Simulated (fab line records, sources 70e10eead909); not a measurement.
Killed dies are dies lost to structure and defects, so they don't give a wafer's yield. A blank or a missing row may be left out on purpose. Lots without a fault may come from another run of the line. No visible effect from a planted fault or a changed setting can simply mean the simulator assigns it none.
Struck lot and sound lot, side by side + flow nandHarc + 39 out of 1302 route steps
Sound: the wafers L260.1, L260.3, L260.5. Wafers struck: L270.1, L270.2, L270.6. Last of all comes the cause.
Per side, at each step with rows, come the tool, then ch with its chambers, and then its first start. Under that, the readings that differ: sound wafers + struck wafers + difference of the means + sigmas: that difference in standard deviations of wafers without a fault.
alike: same words and numbers on both sides, and readings whose means sit less than 2 such deviations apart. not compared: any withheld reading, any reading some wafer has no value for, any bound like >300 that may hide the same value, and any number with overlapping values for which the record gives no deviation.
Wherever a step has rows on one side only, a row that says differs or no value, or a row with sigmas, the two part there. Numbers that have no deviation but don't overlap get no sigmas and don't part them. A reading missing from all wafers of one side parts the sides only when that side holds two or more wafers.

NHARC_A_CHANNEL_FILL_D1_CMP_10: polishes, target thk 150 nm.
  sound on cmp-02 ch 0,1,2, day 14 05:17; struck on cmp-02 ch 0,1,3, day 18 18:36
  alike: motorCurrentA, slurryFlowMlMin, timeToEndpointS
following that, these wafers have no rows for 1 step: NHARC_A_CHANNEL_FILL_D1_SRD_12.
NHARC_A_CHANNEL_FILL_D1_INSPECT_13:
  sound on defectInspect-02 at day 14 05:38; struck on defectInspect-01 at day 18 18:58
  alike: rawDefectCount
NHARC_A_DECK1_JOINT_ETCHBACK_07: etches the open film in HBr, target depth 105 nm, time 26.9 s.
  sound on rieSi-05 ch 2,3, day 14 05:42; struck on rieSi-03 ch 0,1, day 18 19:02
  alike: drypumpMotorCurrentA, oesProductAu, throttleValvePct
  not compared: rfHoursCounterH
then, 6 steps without rows for these wafers: NHARC_A_DECK1_JOINT_ETCH_25 (etches SiO2 in dHF, target depth 0.5 nm); NHARC_A_DECK1_JOINT_ETCH_19 (etches poly-Si in TMAH, target depth 3 nm); NHARC_A_DECK1_JOINT_ETCH_18 (etches SiO2 in dHF, target depth 3 nm); NHARC_A_DECK1_JOINT_WET_08 (chemistry H3PO4, time 86 s); NHARC_A_DECK1_JOINT_ETCH_09 (etches SiO2 in dHF, target depth 5 nm); NHARC_A_DECK1_JOINT_WET_10 (chemistry H3PO4, time 86 s).
NHARC_A_DECK1_JOINT_ETCH_11: etches SiO2 in dHF, target depth 35 nm.
  sound on wetBench-04 ch 0,4,5, day 14 10:29; struck on wetBench-06 ch 0,6,7, day 18 23:52
then, 2 steps without rows for these wafers: NHARC_A_DECK1_JOINT_CVD_12 (deposits poly-Si, target thk 90 nm, time 1800 s); NHARC_A_DECK1_JOINT_CMP_13 (polishes, target thk 51.023 nm).
NHARC_A_DECK1_JOINT_THK_MEAS_14: measures by ellipsometry.
  sound on filmMetro-02 at day 14 16:04; struck on filmMetro-01 at day 19 05:34
  alike: thkNm
following that, these wafers have no rows for 1 step: NHARC_A_DECK1_JOINT_SRD_04.
NHARC_A_DECK1_JOINT_ETCHBACK_00: etches the open film in HBr, target depth 30 nm, time 17.4 s.
  sound on rieSi-03 ch 0,1,2, day 14 16:13; struck on rieSi-05 ch 0,1,3, day 19 05:43
  alike: drypumpMotorCurrentA, oesProductAu, throttleValvePct
  not compared: rfHoursCounterH
then, 8 steps without rows for these wafers: NHARC_A_DECK1_JOINT_PRECLEAN_30 (cleans in SC1); NHARC_A_DECK1_JOINT_SRD_31; NHARC_A_DECK1_JOINT_CVD_34 (deposits SiNx, target thk 20 nm); NHARC_A_DECK1_JOINT_DEP_06 (deposits SiOx, target thk 80 nm); NHARC_A_DECK1_JOINT_CURE_26 (time 32 s); NHARC_A_DECK1_JOINT_ANNEAL_27 (time 3600 s); NHARC_A_DECK1_JOINT_ANNEAL_28 (time 1800 s); NHARC_A_DECK1_JOINT_ANNEAL_29 (time 1800 s).
NHARC_A_DECK1_JOINT_CMP_02: polishes SiOx.
  sound on cmp-04 ch 1,2,3, day 15 14:07; struck on cmp-04 ch 1,3, day 20 07:07
  alike: motorCurrentA, slurryFlowMlMin
following that, these wafers have no rows for 1 step: NHARC_A_DECK1_JOINT_SRD_15.
NHARC_A_DECK1_JOINT_DEP_16: deposits SiO2, target thk 45 nm.
  sound on pecvd-04 ch 1,2, day 15 14:27; struck on pecvd-01 ch 0,2, day 20 07:32
| reading              | sound          | struck         | difference | sigmas |
|----------------------|----------------|----------------|------------|--------|
| throttleValvePct (%) | 15.3 15.1 15.0 | 16.5 16.7 16.3 | +1.4       | +2     |
  alike: heaterPowerW
NHARC_A_DECK1_JOINT_THK_MEAS_17: measures by ellipsometry.
  sound on filmMetro-01 at day 15 14:44; struck on filmMetro-02 at day 20 07:47
| reading    | sound          | struck         | difference | sigmas |
|------------|----------------|----------------|------------|--------|
| thkNm (nm) | 42.9 43.6 43.9 | 47.8 44.5 46.8 | +2.9       | +2     |
then, no rows for these wafers at 1 step: NHARC_A_ONON_D2_DEP_00 (target thk 1000 nm).
NHARC_A_ONON_D2_THK_MEAS_02: measures by ellipsometry.
  sound on filmMetro-01 at day 15 15:20; struck on filmMetro-02 at day 20 08:24
  alike: thkNm
then, no rows for these wafers at 1 step: NHARC_A_ONON_D2_DEP_03 (target thk 1000 nm).
NHARC_A_ONON_D2_THK_MEAS_05: measures by ellipsometry.
  sound on filmMetro-01 at day 15 15:55; struck on filmMetro-02 at day 20 08:58
  alike: thkNm
then, no rows for these wafers at 1 step: NHARC_A_ONON_D2_DEP_06 (target thk 1000 nm).
NHARC_A_ONON_D2_THK_MEAS_08: measures by ellipsometry.
  sound on filmMetro-02 at day 15 16:28; struck on filmMetro-01 at day 20 09:32
  alike: thkNm
then, no rows for these wafers at 1 step: NHARC_A_ONON_D2_DEP_09 (target thk 1000 nm).
NHARC_A_ONON_D2_THK_MEAS_11: measures by ellipsometry.
  sound on filmMetro-02 at day 15 17:02; struck on filmMetro-02 at day 20 10:06
  alike: thkNm
then, no rows for these wafers at 1 step: NHARC_A_ONON_D2_DEP_12 (target thk 1000 nm).
NHARC_A_ONON_D2_THK_MEAS_14: measures by ellipsometry.
  sound on filmMetro-02 at day 15 17:37; struck on filmMetro-02 at day 20 10:40
  alike: thkNm
-- break in the record here, with 12 days between the starts of the struck wafers on either side (left off in module A_ONON_D2, picked up again in module END, where the first step shown is number 1302 on the route) --
NHARC_END_SORT_01:
  sound on prober-02 ch 0, day 27 12:50; struck on prober-01 ch 0, day 32 06:29
| reading       | sound | struck      | difference | sigmas |
|---------------|-------|-------------|------------|--------|
| killedAtArray | 76 68 | 178 165 133 | +87        | +5     |
| killedDies    | 82 70 | 186 171 136 | +88        | +5     |
  alike: killedAtOther, killedAtPeriphery, killedOpen, killedShort

WHERE THEY PART
Earliest at NHARC_A_DECK1_JOINT_DEP_16; latest, in this record, at NHARC_END_SORT_01.

WHY: what had been put in by the simulator
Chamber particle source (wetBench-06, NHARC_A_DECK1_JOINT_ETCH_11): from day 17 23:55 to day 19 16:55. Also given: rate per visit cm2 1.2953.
